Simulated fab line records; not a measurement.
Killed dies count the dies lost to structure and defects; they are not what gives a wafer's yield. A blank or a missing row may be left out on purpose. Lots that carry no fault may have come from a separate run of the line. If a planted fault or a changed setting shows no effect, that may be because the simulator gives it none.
fab line records ; flow n5-finfet ; part 2 of 2: steps 21 to 29 of 29
record: lots: 5; wafers: 15; last-day: 18
route steps=1938 shown BEOL_M13@1689 BEOL_M14@1716
lots that met no fault: taken from a fault-free run of the same line
start-h: start of the lot's first displayed wafer, in hours after the record's first day ; wait-h: hours since the lot's step before ; " as in the row above ; L1.1+2: one row covering several wafers at once ; - value missing, or start not given ; * or withheld: withheld ; < > ~ a bound
route shown NAME@n: names a module that has steps shown in the file, with the first one's number in the route ; usual: mean/standard deviation of fault-free wafers ; same: alike in all rows ; chamber/n: place in a boat ; sites: the reading at each site ; _std_site: their standard deviation ; _edge_site: mean of outer sites minus mean of inner sites ; radius-mm: how far each site lies from the wafer's centre ; mask NAME#n: copy n ; behind: the tool/chamber that last shaped the wafer ; hold: reason for holding the lot/hours on hold/outcome of the hold ; device: which transistor (n, p or np) failed to switch ; end of line: the route-end tests of the same wafers ; for a step that has no rows: nothing shown but its recipe ; killed: at the first sort, the dies lost to defects and structure; wafer yield is something else ; map: shows each die of a wafer: x if killed, . if not, _ if none is there
set.NAME: the run value of the setting; set.NAME@STEP: its run value at that earlier step ; model.NAME: the simulator's own value behind a step, which no gauge read
lots at some steps of the route; a table a step, a row a wafer
services: the hour from which a tool's chamber was out of use, counted from the record's first day as start-h (under 0 if before that day), plus the number of hours and why
== steps ==
step: N5_BEOL_M13_ANNEAL_48
recipe: temp-c: 225; time-s: 90; ambient: N2
usual: wafer_temp_C_max: 226.32/0.27
lot.wafer;tool;chamber;start-h;wait-h;wafer_temp_C_max
L080.3;rtp-anneal-01;0;278.90;4.5;226.17
L080.4;rtp-anneal-01;0;278.90;4.5;226.38
L080.6;rtp-anneal-01;0;278.90;4.5;226.77
L083.1;rtp-anneal-01;0;305.93;0.9;226.10
L083.2;rtp-anneal-01;0;305.93;0.9;226.41
L083.4;rtp-anneal-01;0;305.93;0.9;226.21
L087.2;rtp-anneal-01;0;337.59;0.2;226.43
L087.3;rtp-anneal-01;0;337.59;0.2;226.45
L087.4;rtp-anneal-01;0;337.59;0.2;226.32
L094.1;rtp-anneal-01;0;376.65;0.1;226.42
L094.2;rtp-anneal-01;0;376.65;0.1;226.15
L094.5;rtp-anneal-01;0;376.65;0.1;226.13
L096.3;rtp-anneal-01;0;404.09;0.9;226.17
L096.5;rtp-anneal-01;0;404.09;0.9;225.96
L096.6;rtp-anneal-01;0;404.09;0.9;225.83
step: N5_BEOL_M13_CMP_49
recipe: stop-on: SiOC; t-overpolish-s: 17.1; down-force-psi: 1; platen-rpm: 50; clearing-platen-down-force-psi: 1.5; clearing-platen-rpm: 50; post-cmp-clean: cu-alkaline; target-thk-nm: 420; clearing-platen-pad-velocity-m-s: 0.99484; pad-velocity-m-s: 0.99484
usual: barrier-field-endpoint-s: 30.0/0.94; motor-current-A: 6.3/0.76; overpolish-run-s: 17.099/0.0088; retaining-ring-pressure-frac: 1.000/0.0053
lot.wafer;tool;chamber;start-h;wait-h;barrier-field-endpoint-s;motor-current-A;overpolish-run-s;retaining-ring-pressure-frac
L080.4;cmp-04;1;279.11;0.1;29.6;4.9;17.091;0.999
L080.3;cmp-04;0;279.11;0.1;31.2;6.5;17.109;1.003
L080.6;cmp-04;1;279.11;0.1;29.5;5.2;17.095;0.997
L083.2;cmp-01;0;306.23;0.2;28.0;5.8;17.110;0.998
L083.4;cmp-01;1;306.23;0.2;29.2;6.5;17.099;0.991
L083.1;cmp-01;3;306.23;0.2;29.6;6.7;17.101;0.992
L087.4;cmp-02;0;337.84;0.1;28.6;7.8;17.112;1.002
L087.3;cmp-02;1;337.84;0.1;29.9;6.5;17.102;1.000
L087.2;cmp-02;3;337.84;0.1;29.7;6.4;17.099;0.989
L094.1;cmp-04;2;376.99;0.3;31.3;7.3;17.112;0.987
L094.2;cmp-04;3;376.99;0.3;32.1;7.4;17.092;1.002
L094.5;cmp-04;2;376.99;0.3;30.2;6.9;17.114;0.998
L096.3;cmp-02;1;404.55;0.4;30.5;6.2;17.098;1.009
L096.5;cmp-02;3;404.55;0.4;30.1;6.4;17.106;1.006
L096.6;cmp-02;0;404.55;0.4;29.9;7.7;17.110;0.997
step: N5_BEOL_M13_THK_MEAS_50
recipe: thk-meas-gauge: xrf; reads: Cu_of_BEOL_M13_ECD_47
usual: M13_THK: 419/10
lot.wafer;tool;chamber;start-h;wait-h;M13_THK[nm]
L080.3;film-metro-01;-;279.40;-;420
L080.4;film-metro-01;-;279.40;-;404
L080.6;film-metro-01;-;279.40;-;417
L083.1;film-metro-01;-;306.52;-;423
L083.2;film-metro-01;-;306.52;-;414
L083.4;film-metro-01;-;306.52;-;401
L087.2;film-metro-01;-;338.14;-;419
L087.3;film-metro-01;-;338.14;-;432
L087.4;film-metro-01;-;338.14;-;421
L094.1;film-metro-02;-;377.25;-;428
L094.2;film-metro-02;-;377.25;-;436
L094.5;film-metro-02;-;377.25;-;434
L096.3;film-metro-02;-;404.77;-;415
L096.5;film-metro-02;-;404.77;-;427
L096.6;film-metro-02;-;404.77;-;409
step: N5_BEOL_M13_PRE_CLEAN_52
recipe: gas: NH3; time-s: 15; temp-c: withheld; rf-power-w: 300
lot.wafer;tool;chamber;start-h;wait-h
L080.3+4+6;pecvd-02;1,0,1;279.44;0.0
L083.1+2+4;pecvd-02;1,2,1;306.56;0.0
L087.2+3+4;pecvd-03;2,0,1;338.18;0.0
L094.1+2+5;pecvd-02;2,0,2;377.28;0.0
L096.3+5+6;pecvd-04;0,0,2;404.81;0.0
step: N5_BEOL_M13_DEP_53
recipe: material: SiCN; target-thk-a: 500; temp-c: withheld; precursor: 3MS/NH3; pressure-torr: 3; rf-w: 675; time-s: 17.8
usual: showerhead-plenum-p-Torr: 4.152/0.021; throttle-valve-pct: 17.6/0.71
lot.wafer;tool;chamber;start-h;wait-h;showerhead-plenum-p-Torr;throttle-valve-pct
L080.3;pecvd-02;1;279.47;0.0;4.149;18.7
L080.4;pecvd-02;0;279.47;0.0;4.204;17.8
L080.6;pecvd-02;1;279.47;0.0;4.143;19.1
L083.1;pecvd-02;1;306.60;0.0;4.159;19.1
L083.2;pecvd-02;2;306.60;0.0;4.152;17.7
L083.4;pecvd-02;1;306.60;0.0;4.152;18.9
L087.2;pecvd-03;2;338.21;0.0;4.124;16.9
L087.3;pecvd-03;0;338.21;0.0;4.165;18.3
L087.4;pecvd-03;1;338.21;0.0;4.177;18.4
L094.1;pecvd-02;2;377.31;0.0;4.153;17.9
L094.2;pecvd-02;0;377.31;0.0;4.204;17.3
L094.5;pecvd-02;2;377.31;0.0;4.141;17.8
L096.3;pecvd-04;0;404.83;0.0;4.168;17.3
L096.5;pecvd-04;0;404.83;0.0;4.174;16.9
L096.6;pecvd-04;2;404.83;0.0;4.123;16.8
step: N5_BEOL_M13_RS_MEAS_54
recipe: thk-meas-gauge: four-point-probe; reads: Cu_of_BEOL_M13_ECD_47+Ta_of_BEOL_M13_SPUTTER_44+TaN_of_BEOL_M13_SPUTTER_43
usual: M13_RS: 0.0452/0.001
lot.wafer;tool;chamber;start-h;wait-h;M13_RS[ohm/sq]
L080.3;film-metro-02;-;279.53;0.1;0.0451
L080.4;film-metro-02;-;279.53;0.1;0.0468
L080.6;film-metro-02;-;279.53;0.1;0.0453
L083.1;film-metro-02;-;306.68;0.1;0.0441
L083.2;film-metro-02;-;306.68;0.1;0.0451
L083.4;film-metro-02;-;306.68;0.1;0.0465
L087.2;film-metro-02;-;338.27;0.1;0.0453
L087.3;film-metro-02;-;338.27;0.1;0.0441
L087.4;film-metro-02;-;338.27;0.1;0.0450
L094.1;film-metro-02;-;377.38;0.0;0.0448
L094.2;film-metro-02;-;377.38;0.0;0.0439
L094.5;film-metro-02;-;377.38;0.0;0.0443
L096.3;film-metro-02;-;404.90;0.1;0.0459
L096.5;film-metro-02;-;404.90;0.1;0.0445
L096.6;film-metro-02;-;404.90;0.1;0.0466
step: N5_BEOL_M13_INSPECT_55
recipe: inspect-instrument: darkfield; mode: post-dep
usual: raw-defect-count: 65/23
lot.wafer;tool;chamber;start-h;wait-h;raw-defect-count
L080.3;defect-inspect-02;-;279.56;0.0;69
L080.4;defect-inspect-02;-;279.56;0.0;37
L080.6;defect-inspect-02;-;279.56;0.0;51
L083.1;defect-inspect-01;-;306.71;0.0;45
L083.2;defect-inspect-01;-;306.71;0.0;37
L083.4;defect-inspect-01;-;306.71;0.0;55
L087.2;defect-inspect-01;-;338.30;0.0;37
L087.3;defect-inspect-01;-;338.30;0.0;48
L087.4;defect-inspect-01;-;338.30;0.0;49
L094.1;defect-inspect-01;-;377.40;0.0;60
L094.2;defect-inspect-01;-;377.40;0.0;80
L094.5;defect-inspect-01;-;377.40;0.0;65
L096.3;defect-inspect-02;-;404.93;0.0;42
L096.5;defect-inspect-02;-;404.93;0.0;47
L096.6;defect-inspect-02;-;404.93;0.0;41
step: N5_BEOL_M14_ILD_DEP_00
recipe: material: SiO2; target-thk-a: 11193; temp-c: 400; precursor: TEOS/O2; pressure-torr: 6.5; rf-w: 900; teos-flow-sccm: 161.4; gas: O2; flow-sccm: 2650; time-s: 237.4
usual: heater-power-w: 562/82; showerhead-plenum-p-Torr: 8.33/0.037; throttle-valve-pct: 19.1/0.8
lot.wafer;tool;chamber;start-h;wait-h;heater-power-w;showerhead-plenum-p-Torr;throttle-valve-pct
L080.3;pecvd-01;2;279.59;0.0;451;8.34;19.1
L080.4;pecvd-01;1;279.59;0.0;420;8.33;20.0
L080.6;pecvd-01;2;279.59;0.0;527;8.37;19.3
L083.1;pecvd-01;2;306.74;0.0;538;8.36;19.3
L083.2;pecvd-01;0;306.74;0.0;597;8.28;19.8
L083.4;pecvd-01;1;306.74;0.0;426;8.33;20.1
L087.2;pecvd-01;1;338.34;0.0;521;8.32;20.0
L087.3;pecvd-01;0;338.34;0.0;513;8.28;19.7
L087.4;pecvd-01;0;338.34;0.0;590;8.29;19.6
L094.1;pecvd-01;1;377.44;0.0;510;8.35;20.0
L094.2;pecvd-01;0;377.44;0.0;506;8.27;19.7
L094.5;pecvd-01;1;377.44;0.0;546;8.32;19.8
L096.3;pecvd-03;0;405.03;0.1;563;8.34;19.2
L096.5;pecvd-03;2;405.03;0.1;597;8.30;17.6
L096.6;pecvd-03;0;405.03;0.1;436;8.35;19.2
step: N5_BEOL_M14_THK_MEAS_01
recipe: reads: SiO2_of_BEOL_M14_ILD_DEP_00
usual: M14_ILD_THK: 1119/20
lot.wafer;tool;chamber;start-h;wait-h;M14_ILD_THK[nm]
L080.3;film-metro-01;-;279.79;0.1;1120
L080.4;film-metro-01;-;279.79;0.1;1116
L080.6;film-metro-01;-;279.79;0.1;1135
L083.1;film-metro-02;-;306.94;0.1;1108
L083.2;film-metro-02;-;306.94;0.1;1112
L083.4;film-metro-02;-;306.94;0.1;1107
L087.2;film-metro-02;-;338.53;0.1;1110
L087.3;film-metro-02;-;338.53;0.1;1136
L087.4;film-metro-02;-;338.53;0.1;1142
L094.1;film-metro-02;-;377.63;0.1;1122
L094.2;film-metro-02;-;377.63;0.1;1151
L094.5;film-metro-02;-;377.63;0.1;1138
L096.3;film-metro-02;-;405.22;0.1;1103
L096.5;film-metro-02;-;405.22;0.1;1139
L096.6;film-metro-02;-;405.22;0.1;1128
== services ==
tool;chamber;start-h;hours;kind
pvd-sputter-01;-;256.70;7.0;repair
cmp-02;-;262.33;4.6;repair
cmp-04;-;268.51;0.4;repair
cmp-02;-;271.08;0.4;repair
cmp-02;-;275.17;2.2;repair
cmp-01;-;283.18;4.0;pm
ecd-cu-01;-;284.09;5.8;pm
pecvd-04;0;294.62;3.5;repair
ecd-cu-01;-;301.53;0.3;repair
cmp-02;-;304.35;20.2;pm
cmp-04;-;308.07;4.0;pm
cmp-02;-;325.99;4.7;repair
wet-bench-03;-;329.88;7.8;repair
cmp-02;-;338.15;4.1;pm
pvd-sputter-01;-;340.25;1.8;repair
plasma-asher-01;-;344.61;0.7;repair
pecvd-01;-;349.86;2.9;repair
cmp-04;-;350.95;1.7;repair
plasma-asher-02;-;380.73;2.8;pm
pecvd-01;-;381.35;2.6;repair
pecvd-03;-;389.68;0.8;repair
pecvd-01;2;390.80;23.1;repair
cmp-02;-;391.70;1.3;repair
cmp-04;-;402.88;9.8;pm
